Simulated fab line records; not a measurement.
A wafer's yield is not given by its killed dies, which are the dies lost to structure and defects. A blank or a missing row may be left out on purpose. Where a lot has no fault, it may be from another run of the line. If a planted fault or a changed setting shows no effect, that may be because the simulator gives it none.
fab line records	flow n5Finfet
[record] lots = 6	wafers = 17	lastDay = 19
route steps=1938 shown BEOL_M3@968 BEOL_M4@1111
lots that met no fault: from a run of the same line without faults
startH: the number of hours between the record's first day and the start of the first shown wafer of the lot	waitH: hours elapsed since this lot's preceding step	" repeats the value in the row above	L1.1+2: one row covering several wafers at once	- value missing, or start not given	* or withheld: withheld	< > ~ a bound
route shown NAME@n: names a module that has steps shown in the file, with the first one's number in the route	usual: average and standard deviation across the fault-free wafers	same: alike in all rows	chamber/n: place in a boat	sites: the reading at each site	_std_site: standard deviation of those values	_edge_site: inner sites' mean taken away from outer sites' mean	radiusMm: for every site, how far away it sits from the centre of the wafer	mask NAME#n: copy n	behind: the last tool/chamber to shape the wafer	hold: why the lot went on hold/how many hours it stayed there/how the hold came to an end	device: names the non-switching transistor (n, p or np)	end of line: tests of these same wafers at the route's end	step lacking rows: just its recipe	killed: at the first sort, the dies lost to defects and structure; wafer yield is something else	map: per-die view of a wafer (x killed, . not killed, _ where there is no die)
set.NAME: the run value of the setting; set.NAME@STEP: its run value at that earlier step	model.NAME: the simulator's own value behind a step, which no gauge read
lots at selected steps of the route; one table per step, one row per wafer
services: from which hour (startH, from the record's first day; less than 0 if before it) a tool's chamber was out of use, for how many hours, and why
[[steps]]
[step N5_BEOL_M3_INSPECT_30]
[recipe] mode = adi	inspectInstrument = brightfield
[usual] rawDefectCount = 413/92
lot.wafer	tool	chamber	startH	waitH	rawDefectCount
L852.1	defectInspect-02	-	177.89	0.1	419
L852.2	"	-	"	"	464
L852.3	"	-	"	"	387
L858.1	defectInspect-02	-	202.17	0.1	281
L858.3	"	-	"	"	303
L858.4	"	-	"	"	220
L859.2	defectInspect-01	-	215.42	0.0	360
L859.5	"	-	"	"	350
L859.6	"	-	"	"	326
L865.1	defectInspect-02	-	291.81	0.1	410
L865.5	"	-	"	"	348
L870.2	defectInspect-01	-	298.49	0.0	305
L870.3	"	-	"	"	307
L870.6	"	-	"	"	344
L866.1	defectInspect-02	-	299.49	0.1	406
L866.3	"	-	"	"	491
L866.5	"	-	"	"	477
[step N5_BEOL_M3_DESCUM_33]
[recipe] chemistry = O2	timeS = 7	sourcePowerW = 50	biasPowerW = 20	pressureMtorr = 20	rfFrequencyHz = 2.712e+07	tempC = 40	resist = CAR-EUV	o2FlowSccm = 225
[usual] drypumpMotorCurrentA = 5.4/0.47	o2FlowSccm = 225.0/0.71	oesProductAu = 0.77/0.091	rfVppV = 243.9/1.3	showerheadPlenumPTorr = 2.14/0.061	throttleValvePct = 20.44/0.21
lot.wafer	tool	chamber	startH	waitH	drypumpMotorCurrentA	o2FlowSccm	oesProductAu	rfHoursCounterH	rfVppV	showerheadPlenumPTorr	throttleValvePct
L852.1	rieDiel-04	2	177.92	0.0	5.5	224.7	0.72	190	242.9	2.07	20.47
L852.2	"	1	"	"	6.1	224.7	0.68	233	241.6	1.98	20.46
L852.3	"	3	"	"	5.7	225.4	0.77	135	242.1	2.10	20.31
L858.1	rieDiel-02	0	202.20	0.0	5.1	225.4	0.68	204	243.9	2.16	20.55
L858.3	"	2	"	"	4.8	224.6	0.82	80	240.9	2.20	20.85
L858.4	"	3	"	"	5.5	225.1	0.81	85	244.4	2.20	20.15
L859.2	rieDiel-04	2	215.46	0.0	5.5	224.9	0.71	205	242.6	2.07	20.50
L859.5	"	0	"	"	6.1	224.7	1.00	-	244.1	2.15	20.41
L859.6	"	1	"	"	6.1	226.6	0.67	-	240.7	1.97	20.48
L865.1	rieDiel-04	0	291.84	0.0	6.1	223.6	0.93	26	244.1	2.14	20.45
L865.5	"	0	"	"	6.1	224.7	0.92	-	242.7	2.14	20.45
L870.2	rieDiel-02	0	298.52	0.0	5.1	224.5	0.66	232	244.5	2.15	20.59
L870.3	"	3	"	"	5.5	225.3	0.78	111	245.9	2.19	20.19
L870.6	"	3	"	"	5.5	224.4	0.78	-	244.0	2.19	20.19
L866.1	rieDiel-04	2	299.53	0.0	5.5	225.3	0.68	232	242.8	2.06	20.55
L866.3	"	0	"	"	6.1	224.1	0.92	27	242.2	2.14	20.44
L866.5	"	1	"	"	6.1	224.8	0.93	-	245.4	2.23	20.18
[step N5_BEOL_M3_ETCH_77]
[recipe] chemistry = N2/H2	target = underlayer	targetDepthA = 65	maskMaterial = CAR-EUV	timeS = 5.2	ionEnergyEv = 200	pressureMtorr = 30	sourceW = 840	biasW = 150	n2FlowSccm = 200	h2FlowSccm = 200	ends = cleared
[usual] drypumpMotorCurrentA = 5.4/0.47	etchRfOnTimeS = 5.24/0.086	oesProductAu = 0.66/0.076	rfVppV = 525.7/2.4	showerheadPlenumPTorr = 2.60/0.076	throttleValvePct = 17.88/0.24
lot.wafer	tool	chamber	startH	waitH	drypumpMotorCurrentA	etchRfOnTimeS	oesProductAu	rfHoursCounterH	rfVppV	showerheadPlenumPTorr	throttleValvePct
L852.1	rieDiel-04	2	177.96	0.0	5.4	5.39	0.60	190	523.4	2.52	17.95
L852.2	"	1	"	"	6.1	5.23	0.57	233	520.4	2.41	17.89
L852.3	"	3	"	"	5.6	5.12	0.66	135	525.4	2.54	17.73
L858.1	rieDiel-02	0	202.24	0.0	5.1	5.31	0.58	204	526.8	2.63	18.00
L858.3	"	2	"	"	4.8	5.17	0.71	80	527.8	2.68	18.36
L858.4	"	3	"	"	5.5	5.27	0.69	85	527.9	2.68	17.58
L859.2	rieDiel-04	2	215.49	0.0	5.5	5.40	0.60	205	524.2	2.52	17.97
L859.5	"	0	"	"	6.1	5.23	0.86	-	529.1	2.61	17.82
L859.6	"	1	"	"	6.1	5.20	0.58	-	518.9	2.40	17.88
L865.1	rieDiel-04	0	291.88	0.0	6.1	5.23	0.78	26	524.5	2.60	17.84
L865.5	"	0	"	"	6.1	5.26	0.79	-	523.6	2.60	17.84
L870.2	rieDiel-02	0	298.56	0.0	5.1	5.36	0.57	232	527.6	2.62	18.06
L870.3	"	3	"	"	5.5	5.29	0.66	111	527.1	2.67	17.62
L870.6	"	3	"	"	5.5	5.28	0.66	-	527.1	2.67	17.63
L866.1	rieDiel-04	2	299.56	0.0	5.5	5.36	0.58	232	523.8	2.50	18.02
L866.3	"	0	"	"	6.1	5.24	0.78	27	522.9	2.60	17.83
L866.5	"	1	"	"	6.1	5.16	0.80	-	530.0	2.71	17.53
[step N5_BEOL_M3_ETCH_69]
[recipe] chemistry = CF4	target = SiARC	targetDepthA = 156	maskMaterial = CAR-EUV	timeS = 26	ionEnergyEv = 80	pressureMtorr = 40	sourceW = 545	biasW = 36	Ar_flow_sccm = 100	cf4FlowSccm = 100	ends = cleared
[usual] cf4FlowSccm = 100.1/0.33	drypumpMotorCurrentA = 5.4/0.47	etchRfOnTimeS = 26.1/0.41	oesProductAu = 0.66/0.077	rfVppV = 184.7/1.1	showerheadPlenumPTorr = 2.19/0.059	throttleValvePct = 15.62/0.2
lot.wafer	tool	chamber	startH	waitH	cf4FlowSccm	drypumpMotorCurrentA	etchRfOnTimeS	oesProductAu	rfHoursCounterH	rfVppV	showerheadPlenumPTorr	throttleValvePct
L852.1	rieDiel-04	2	177.97	0.0	100.1	5.5	26.7	0.61	190	185.1	2.13	15.72
L852.2	"	1	"	"	100.3	6.1	26.0	0.57	233	181.9	2.03	15.76
L852.3	"	3	"	"	99.6	5.7	25.8	0.66	135	183.8	2.15	15.46
L858.1	rieDiel-02	0	202.25	0.0	99.9	5.1	26.6	0.59	204	183.1	2.20	15.77
L858.3	"	2	"	"	100.5	4.8	25.6	0.72	80	185.0	2.25	15.95
L858.4	"	3	"	"	100.1	5.5	26.0	0.69	85	185.2	2.25	15.38
L859.2	rieDiel-04	2	215.51	0.0	100.2	5.5	26.6	0.60	205	183.7	2.12	15.75
L859.5	"	0	"	"	100.1	6.1	26.0	0.85	-	184.1	2.19	15.46
L859.6	"	1	"	"	99.6	6.1	26.0	0.58	-	182.0	2.03	15.75
L865.1	rieDiel-04	0	291.89	0.0	99.8	6.1	25.9	0.78	26	184.0	2.18	15.52
L865.5	"	0	"	"	100.0	6.1	25.8	0.79	-	183.8	2.18	15.51
L870.2	rieDiel-02	0	298.58	0.0	99.7	5.0	26.3	0.57	232	183.6	2.19	15.82
L870.3	"	3	"	"	100.4	5.5	26.1	0.67	111	186.1	2.24	15.44
L870.6	"	3	"	"	100.3	5.5	26.0	0.67	-	183.9	2.24	15.43
L866.1	rieDiel-04	2	299.58	0.0	100.0	5.5	26.9	0.58	232	183.2	2.11	15.79
L866.3	"	0	"	"	100.2	6.1	26.2	0.79	27	185.7	2.18	15.52
L866.5	"	1	"	"	100.2	6.1	25.7	0.80	-	186.0	2.28	15.31
[step N5_BEOL_M3_ALD_98]
[recipe] material = SiO2	targetThkA = 25	tempC = 100	aldPrecursorFamily = BDEAS	aldCoReactant = O2-plasma	pulseTimeS = 1	coReactantPulseTimeS = 1	purgeTimeS = 2	coReactantPurgeTimeS = 2	aldCycles = 17	pressureTorr = 2
[step N5_BEOL_M3_ETCHBACK_99]
[recipe] chemistry = CHF3	target = SiO2	targetDepthA = 50	timeS = 10.4	sourceW = 215	biasW = 47	Ar_flow_sccm = 200	CHF3_flow_sccm = 12	ionEnergyEv = 100	pressureMtorr = 30
[step N5_BEOL_M3_ETCH_70]
[recipe] chemistry = N2/H2	target = SOC	targetDepthA = 800	overetchA = 160	maskMaterial = SiARC	tempC = 40	timeS = 120	ionEnergyEv = 200	pressureMtorr = 30	sourceW = 840	biasW = 150	n2FlowSccm = 200	h2FlowSccm = 200
[step N5_BEOL_M3_STRIP_71]
[recipe] chemistry = N2/H2	tempC = 40	n2FlowSccm = 200	h2FlowSccm = 200	rfFrequencyHz = 6e+07
[step N5_BEOL_M3_STRIP_78]
[recipe] chemistry = N2/H2	tempC = 40	n2FlowSccm = 200	h2FlowSccm = 200	rfFrequencyHz = 6e+07
[step N5_BEOL_M3_VIA_ETCH_34]
[recipe] chemistry = C4F6/O2	targetDepthA = 694	maskMaterial = SOC	pressureMtorr = 15	ionEnergyEv = 250	taperDeg = 4	timeS = 65.9	sourceW = 350	biasW = 170	Ar_flow_sccm = 300	C4F6_flow_sccm = 10	O2_flow_sccm = 10
[usual] drypumpMotorCurrentA = 5.3/0.41	oes_f_703_au = 0.75/0.067	oesProductAu = 0.75/0.068	rfVppV = 667/5.8	runLengthS = 89.3/0.45	showerheadPlenumPTorr = 2.91/0.066	throttleValvePct = 30.76/0.24
lot.wafer	tool	chamber	startH	waitH	drypumpMotorCurrentA	oes_f_703_au	oesProductAu	rfHoursCounterH	rfVppV	runLengthS	showerheadPlenumPTorr	throttleValvePct
L852.1	rieDiel-01	0	188.95	0.0	5.5	0.77	0.75	149	670	89.3	2.95	30.53
L852.2	"	1	"	"	5.8	0.71	0.69	234	674	90.0	2.92	31.02
L852.3	"	2	"	"	5.0	0.77	0.76	155	657	88.9	2.84	30.86
L858.1	rieDiel-02	2	224.91	0.0	4.8	0.84	0.82	86	665	89.0	2.99	31.35
L858.3	"	0	"	"	5.0	0.69	0.69	211	673	89.2	2.92	30.78
L858.4	"	1	"	"	5.1	0.75	0.75	163	662	89.1	2.96	30.57
L859.2	rieDiel-04	3	236.20	0.0	5.6	0.76	0.74	157	662	89.1	2.84	30.57
L859.5	"	3	"	"	5.7	0.77	0.74	-	661	89.6	2.84	30.58
L859.6	"	2	"	"	5.5	0.69	0.70	-	669	89.6	2.81	30.87
L865.1	rieDiel-02	1	302.45	0.0	5.0	0.73	0.73	187	660	89.1	2.95	30.60
L865.5	"	0	"	"	5.0	0.67	0.66	-	673	88.8	2.91	30.82
L866.1	rieDiel-02	0	310.44	0.0	5.1	0.67	0.66	237	672	88.7	2.91	30.81
L866.3	"	3	"	"	5.5	0.78	0.79	116	669	89.5	2.97	30.53
L866.5	"	1	"	"	5.0	0.73	0.73	-	662	89.0	2.95	30.61
L870.2	rieDiel-01	3	311.45	0.0	4.6	0.71	0.71	208	665	89.2	2.93	30.63
L870.3	"	2	"	"	5.0	0.75	0.73	189	658	88.8	2.82	30.88
L870.6	"	2	"	"	5.0	0.75	0.73	-	656	89.1	2.82	30.87
[step N5_BEOL_M3_STRIP_83]
[recipe] chemistry = C4F6/O2	resist = SiARC	rfFrequencyHz = 6e+07
[step N5_BEOL_M3_STRIP_36]
[recipe] chemistry = N2/H2	powerW = 450	tempC = 40	pressureMtorr = 20	rfFrequencyHz = 6e+07	overashFraction = 0.3	biasPowerW = 7	h2Frac = 0.5	n2FlowSccm = 200	h2FlowSccm = 200
[usual] drypumpMotorCurrentA = 5.3/0.41	oesProductAu = 0.75/0.068	rfVppV = 59.4/1.5	showerheadPlenumPTorr = 2.60/0.063	throttleValvePct = 23.67/0.3
lot.wafer	tool	chamber	startH	waitH	drypumpMotorCurrentA	oesProductAu	rfHoursCounterH	rfVppV	showerheadPlenumPTorr	throttleValvePct
L852.1	rieDiel-01	0	189.01	0.0	5.5	0.74	149	60.3	2.65	23.51
L852.2	"	1	"	"	5.8	0.69	234	60.5	2.61	24.12
L852.3	"	2	"	"	5.0	0.76	155	59.0	2.54	23.68
L858.1	rieDiel-02	2	224.97	0.0	4.8	0.83	86	59.5	2.68	24.38
L858.3	"	0	"	"	5.1	0.67	211	56.1	2.63	23.74
L858.4	"	1	"	"	5.1	0.74	163	60.7	2.64	23.47
L859.2	rieDiel-04	3	236.26	0.0	5.7	0.74	157	61.0	2.53	23.53
L859.5	"	3	"	"	5.7	0.73	-	58.5	2.53	23.54
L859.6	"	2	"	"	5.5	0.70	-	56.2	2.51	23.72
L865.1	rieDiel-02	1	302.51	0.0	5.0	0.72	187	58.8	2.63	23.51
L865.5	"	0	"	"	5.0	0.67	-	57.4	2.62	23.76
L866.1	rieDiel-02	0	310.50	0.0	5.0	0.67	237	58.0	2.61	23.78
L866.3	"	3	"	"	5.5	0.78	116	59.5	2.67	23.34
L866.5	"	1	"	"	5.0	0.73	-	58.7	2.63	23.51
L870.2	rieDiel-01	3	311.51	0.0	4.6	0.71	208	59.9	2.62	23.40
L870.3	"	2	"	"	5.0	0.73	190	59.6	2.52	23.74
L870.6	"	2	"	"	5.0	0.73	-	59.9	2.52	23.76
[step N5_BEOL_M3_TRENCH_ETCH_37]
[recipe] chemistry = C4F6/O2	targetDepthA = 555.55	target = SiOC	timeS = 29.2	ionEnergyEv = 250	pressureMtorr = 30	sourceW = 355	biasW = 185	Ar_flow_sccm = 300	C4F6_flow_sccm = 10	O2_flow_sccm = 10
[usual] drypumpMotorCurrentA = 5.3/0.42	oes_f_703_au = 0.75/0.066	oesProductAu = 0.75/0.068	rfVppV = 667/6	runLengthS = 52.5/0.42	showerheadPlenumPTorr = 2.91/0.066	throttleValvePct = 20.87/0.21
lot.wafer	tool	chamber	startH	waitH	drypumpMotorCurrentA	oes_f_703_au	oesProductAu	rfHoursCounterH	rfVppV	runLengthS	showerheadPlenumPTorr	throttleValvePct	model.BEOL_M3.featureDepthNm	model.etch.depthNm
L852.1	rieDiel-01	0	189.05	-	5.5	0.76	0.75	149	670	51.8	2.96	20.64	55	55.02
L852.2	"	1	"	"	5.7	0.71	0.70	234	673	52.8	2.93	21.16	54	54.1
L852.3	"	2	"	"	5.0	0.77	0.76	155	657	52.5	2.84	20.96	55.4	55.42
L858.1	rieDiel-02	2	225.01	-	4.8	0.84	0.83	86	664	52.4	2.99	21.32	55.8	55.8
L858.3	"	0	"	"	5.0	0.69	0.68	211	673	51.9	2.93	20.99	54	53.98
L858.4	"	1	"	"	5.0	0.75	0.75	163	663	52.2	2.97	20.70	55.8	55.79
L859.2	rieDiel-04	3	236.30	-	5.6	0.77	0.74	157	661	52.8	2.84	20.71	54.8	54.87
L859.5	"	3	"	"	5.7	0.77	0.75	-	661	52.8	2.84	20.72	55.2	55.28
L859.6	"	2	"	"	5.5	0.69	0.69	-	668	53.3	2.82	20.97	53.6	53.68
L865.1	rieDiel-02	1	302.55	-	5.0	0.73	0.73	187	660	49.9	2.96	20.73	50.6	50.69
L865.5	"	0	"	"	5.1	0.67	0.67	-	673	49.9	2.92	21.01	50.2	50.2
L866.1	rieDiel-02	0	310.54	-	5.1	0.67	0.65	237	673	49.8	2.92	21.02	49.2	49.16
L866.3	"	3	"	"	5.5	0.78	0.78	116	669	53.1	2.97	20.65	54.8	54.85
L866.5	"	1	"	"	5.1	0.73	0.71	-	661	50.3	2.96	20.72	50.8	50.88
L870.2	rieDiel-01	3	311.55	-	4.6	0.70	0.71	208	666	52.4	2.94	20.77	54.6	54.67
L870.3	"	2	"	"	4.9	0.74	0.73	190	656	52.0	2.83	21.02	55.6	55.56
L870.6	"	2	"	"	4.9	0.75	0.73	-	656	52.2	2.83	21.01	55.4	55.36
[step N5_BEOL_M3_ETCH_41]
[recipe] chemistry = CH3F/O2	target = SiCN	targetDepthA = 299	taperDeg = 2	timeS = 52.5	ionEnergyEv = 120	maskMaterial = TiN	pressureMtorr = 30	sourceW = 395	biasW = 75	Ar_flow_sccm = 150	CH3F_flow_sccm = 30	O2_flow_sccm = 20
[step N5_BEOL_M3_STRIP_97]
[recipe] chemistry = N2/H2	timeS = 10	powerW = 450	tempC = 40	pressureMtorr = 20	rfFrequencyHz = 6e+07	biasPowerW = 7	n2FlowSccm = 200	h2FlowSccm = 200
[step N5_BEOL_M3_OCD_MEAS_38]
[usual] trenchDepthNm = 55.0/0.79
lot.wafer	tool	chamber	startH	waitH	trenchDepthNm
L852.1	ocd-01	-	189.20	-	54.9
L852.2	"	-	"	"	53.9
L852.3	"	-	"	"	55.1
L858.1	ocd-02	-	225.16	-	56.1
L858.3	"	-	"	"	53.9
L858.4	"	-	"	"	55.4
L859.2	ocd-01	-	236.46	-	55.4
L859.5	"	-	"	"	55.7
L859.6	"	-	"	"	53.6
L865.1	ocd-02	-	302.70	-	50.8
L865.5	"	-	"	"	49.6
L866.1	ocd-01	-	310.69	-	49.4
L866.3	"	-	"	"	54.8
L866.5	"	-	"	"	50.9
L870.2	ocd-02	-	311.70	-	54.9
L870.3	"	-	"	"	55.5
L870.6	"	-	"	"	55.5
[step N5_BEOL_M3_HM_STRIP_39]
[recipe] chemistry = peroxideTinStrip	material = TiN	targetDepthA = 250	tempC = 50	timeS = 158
[step N5_BEOL_M4_RC_MEAS_101]
[usual] DIBL_N = 36.3/1.2	DIBL_P = 36.3/1.4	IOFF_N = 0.160/0.02	IOFF_P = 0.210/0.025	ION_N = 675/9.5	ION_P = 462/7	SS_N = 71.5/0.53	SS_P = 73.4/0.55	VT_N = 249.5/2.6	VT_P = -250.1/2.9
lot.wafer	tool	chamber	startH	waitH	DIBL_N[mV/V]	DIBL_P[mV/V]	IOFF_N[nA/um]	IOFF_P[nA/um]	ION_N[uA/um]	ION_P[uA/um]	SS_N[mV/dec]	SS_P[mV/dec]	VT_N[mV]	VT_P[mV]
L852.1	prober-01	0	210.51	0.0	35.5	37.2	0.146	0.183	680	456	71.7	73.2	252.8	-252.8
L852.2	"	0	"	"	36.2	38.1	0.161	0.197	681	458	71.4	73.1	250.4	-251.2
L852.3	"	0	"	"	36.6	38.3	0.162	0.199	674	454	71.5	73.6	250.2	-253.6
L858.1	prober-02	0	247.75	0.0	35.8	35.6	0.148	0.217	670	466	71.9	72.8	251.2	-247.0
L858.3	"	0	"	"	35.3	35.3	0.147	0.226	661	465	72.0	73.2	248.9	-248.3
L858.4	"	0	"	"	37.4	37.4	0.188	0.253	670	466	72.8	73.0	244.6	-247.5
L859.2	prober-01	0	266.73	0.2	35.7	34.4	0.146	0.208	672	463	70.5	72.9	249.7	-247.3
L859.5	"	0	"	"	38.0	37.1	0.197	0.260	687	479	71.3	74.1	245.6	-245.5
L859.6	"	0	"	"	36.6	35.8	0.168	0.246	677	471	71.3	73.0	247.9	-244.0
L865.1	prober-01	0	329.17	0.0	35.6	35.8	0.138	0.200	667	466	70.9	72.7	250.6	-249.4
L865.5	"	0	"	"	36.3	36.5	0.149	0.211	670	465	72.0	73.0	252.9	-251.5
L866.1	prober-02	0	340.93	0.0	36.8	35.9	0.166	0.219	687	469	70.9	73.9	250.1	-247.4
L866.3	"	0	"	"	36.7	34.8	0.151	0.198	675	460	71.4	73.7	250.3	-250.7
L866.5	"	0	"	"	35.4	33.9	0.135	0.179	671	462	70.9	73.3	252.3	-251.9
L870.2	prober-01	0	344.78	0.2	35.6	36.0	0.156	0.203	679	467	71.0	73.2	250.4	-251.1
L870.3	"	0	"	"	34.5	34.2	0.126	0.171	667	456	70.7	72.8	252.0	-252.9
L870.6	"	0	"	"	35.7	35.7	0.150	0.198	676	461	70.9	73.6	252.8	-251.7
[[services]]
tool	chamber	startH	hours	kind
rieDiel-02	3	164.68	12.2	repair
rieDiel-04	1	180.16	11.0	repair
rieDiel-04	0	191.20	-	clean
rieDiel-04	0	191.20	-	consumableReplace:focusRing
rieDiel-04	0	191.20	20.1	scheduledDown
rieDiel-04	0	191.20	20.1	ventCycle
rieDiel-02	-	195.75	0.3	repair
rieDiel-02	3	210.60	4.7	repair
rieDiel-04	1	237.23	-	clean
rieDiel-04	1	237.23	-	consumableReplace:focusRing
rieDiel-04	1	237.23	-	consumableReplace:showerhead
rieDiel-02	-	249.18	0.2	repair
rieDiel-01	1	251.59	-	clean
rieDiel-01	1	251.59	-	consumableReplace:focusRing
rieDiel-01	1	251.59	17.7	scheduledDown
rieDiel-01	1	251.59	17.7	ventCycle
rieDiel-01	1	291.76	3.0	repair
rieDiel-02	2	294.86	20.4	repair
[[key]]
[firstSign] step = N5_BEOL_M3_TRENCH_ETCH_37	reading = runLengthS	direction = down	sigmas = 6	usual = *	struck = *
[effect] step = N5_BEOL_M3_OCD_MEAS_38	reading = trenchDepthNm	direction = down	sigmas = 6.1	usual = 55.0	struck = 50.2
[modelEffect] step = N5_BEOL_M3_TRENCH_ETCH_37	value = BEOL_M3.featureDepthNm	without = 54.4	struck = 50.2
metAt N5_BEOL_M3_TRENCH_ETCH_37
struckWafers L865.1,L865.5,L866.1,L866.5
onsetBetween 225.01 302.55
[fault] kind = processParameterDrift	tool = rieDiel-02	chamber = -	onsetH = 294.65	steps = N5_BEOL_M3_TRENCH_ETCH_37	channel = timeS	offset = *	shape = step	endH = 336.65	scope = struckWafersOnly	actsIn = *	stated = *
